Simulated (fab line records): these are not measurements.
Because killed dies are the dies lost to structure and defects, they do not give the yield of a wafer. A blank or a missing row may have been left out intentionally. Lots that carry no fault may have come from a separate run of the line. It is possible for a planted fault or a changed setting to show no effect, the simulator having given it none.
Matching of chambers || flow nand-harc || NHARC_A_CONTACT_DEP_24 on pecvd-03 has 3 sister chambers
The step deposits SiO2, target thk 500 nm. 16 wafers are shown with their chamber, then 8 later ones without.

WAFERS PAIRED WITH THEIR CHAMBERS
{"wafer": "L074.1", "chamber": 2, "throttle-valve-pct (%)": 15.43, "heater-power-outer-w (W)": 328, "heater-power-w (W)": 584}
{"wafer": "L074.5", "chamber": 0, "throttle-valve-pct (%)": 15.69, "heater-power-outer-w (W)": 357, "heater-power-w (W)": 595}
{"wafer": "L074.6", "chamber": 1, "throttle-valve-pct (%)": 15.96, "heater-power-outer-w (W)": 370, "heater-power-w (W)": 605}
{"wafer": "L075.1", "chamber": 1, "throttle-valve-pct (%)": 15.96, "heater-power-outer-w (W)": 261, "heater-power-w (W)": 461}
{"wafer": "L075.3", "chamber": 2, "throttle-valve-pct (%)": 15.58, "heater-power-outer-w (W)": 276, "heater-power-w (W)": 537}
{"wafer": "L075.6", "chamber": 1, "throttle-valve-pct (%)": 15.98, "heater-power-outer-w (W)": 293, "heater-power-w (W)": 503}
{"wafer": "L079.1", "chamber": 0, "throttle-valve-pct (%)": 15.99, "heater-power-outer-w (W)": 358, "heater-power-w (W)": 609}
{"wafer": "L079.2", "chamber": 2, "throttle-valve-pct (%)": 15.35, "heater-power-outer-w (W)": 232, "heater-power-w (W)": 471}
{"wafer": "L079.6", "chamber": 1, "throttle-valve-pct (%)": 16.32, "heater-power-outer-w (W)": 341, "heater-power-w (W)": 580}
{"wafer": "L082.1", "chamber": 0, "throttle-valve-pct (%)": 15.81, "heater-power-outer-w (W)": 271, "heater-power-w (W)": 491}
{"wafer": "L082.4", "chamber": 1, "throttle-valve-pct (%)": 15.98, "heater-power-outer-w (W)": 317, "heater-power-w (W)": 536}
{"wafer": "L082.6", "chamber": 2, "throttle-valve-pct (%)": 15.99, "heater-power-outer-w (W)": 256, "heater-power-w (W)": 512}
{"wafer": "L086.1", "chamber": 0, "throttle-valve-pct (%)": 16.21, "heater-power-outer-w (W)": 344, "heater-power-w (W)": 582}
{"wafer": "L086.2", "chamber": 2, "throttle-valve-pct (%)": 15.90, "heater-power-outer-w (W)": 279, "heater-power-w (W)": 524}
{"wafer": "L086.5", "chamber": 1, "throttle-valve-pct (%)": 16.06, "heater-power-outer-w (W)": 259, "heater-power-w (W)": 459}
{"wafer": "L089.1", "chamber": 0, "throttle-valve-pct (%)": 15.99, "heater-power-outer-w (W)": 336, "heater-power-w (W)": 585}

SIGNATURES (averages over the wafers above)
{"reading": "throttle-valve-pct", "chamber 0": 15.9380, "chamber 1": 16.0433, "chamber 2": 15.6500, "scatter within a chamber": 0.211}
{"reading": "heater-power-outer-w", "chamber 0": 333.20, "chamber 1": 306.83, "chamber 2": 274.20, "scatter within a chamber": 39.3}
{"reading": "heater-power-w", "chamber 0": 572.40, "chamber 1": 524.00, "chamber 2": 525.60, "scatter within a chamber": 51.1}
Rule: a wafer lies at a distance from a chamber equal to the root of the sum of squares, over the readings, of (its reading less the chamber's mean, divided by the reading's scatter). The wafer belongs to the nearest chamber; if the next one is less than 2 further off, it can't be placed. The scatter: the root of (the sum of the squares of (reading less its chamber's mean) over the shown wafers, divided by (wafers less chambers)).

WAFERS WHOSE CHAMBER IS MISSING
{"wafer": "L089.4", "throttle-valve-pct (%)": 16.00, "heater-power-outer-w (W)": 363, "heater-power-w (W)": 606}
{"wafer": "L089.6", "throttle-valve-pct (%)": 16.03, "heater-power-outer-w (W)": 325, "heater-power-w (W)": 609}
{"wafer": "L088.2", "throttle-valve-pct (%)": 16.29, "heater-power-outer-w (W)": 270, "heater-power-w (W)": 474}
{"wafer": "L088.3", "throttle-valve-pct (%)": 15.73, "heater-power-outer-w (W)": 324, "heater-power-w (W)": 556}
{"wafer": "L088.6", "throttle-valve-pct (%)": 15.98, "heater-power-outer-w (W)": 344, "heater-power-w (W)": 587}
{"wafer": "L093.2", "throttle-valve-pct (%)": 15.92, "heater-power-outer-w (W)": 267, "heater-power-w (W)": 525}
{"wafer": "L093.3", "throttle-valve-pct (%)": 15.84, "heater-power-outer-w (W)": 352, "heater-power-w (W)": 577}
{"wafer": "L093.4", "throttle-valve-pct (%)": 15.73, "heater-power-outer-w (W)": 284, "heater-power-w (W)": 544}

WHICH CHAMBER EACH ONE RAN IN
{"wafer": "L089.4", "from the rows above": "can't be placed: 0 or 1", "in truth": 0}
{"wafer": "L089.6", "from the rows above": "can't be placed: 0 or 1 or 2", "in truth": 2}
{"wafer": "L088.2", "from the rows above": "can't be placed: 1 or 0 or 2", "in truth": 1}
{"wafer": "L088.3", "from the rows above": "can't be placed: 0 or 2 or 1", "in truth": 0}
{"wafer": "L088.6", "from the rows above": "can't be placed: 0 or 1", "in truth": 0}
{"wafer": "L093.2", "from the rows above": "can't be placed: 1 or 2 or 0", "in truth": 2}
{"wafer": "L093.3", "from the rows above": "can't be placed: 0 or 1 or 2", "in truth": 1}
{"wafer": "L093.4", "from the rows above": "can't be placed: 2 or 1 or 0", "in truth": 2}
Placed correctly: 0 of 8. Cannot be placed on the basis of these rows: 8; the candidates contain the true chamber in 8. Number placed wrongly: 0.
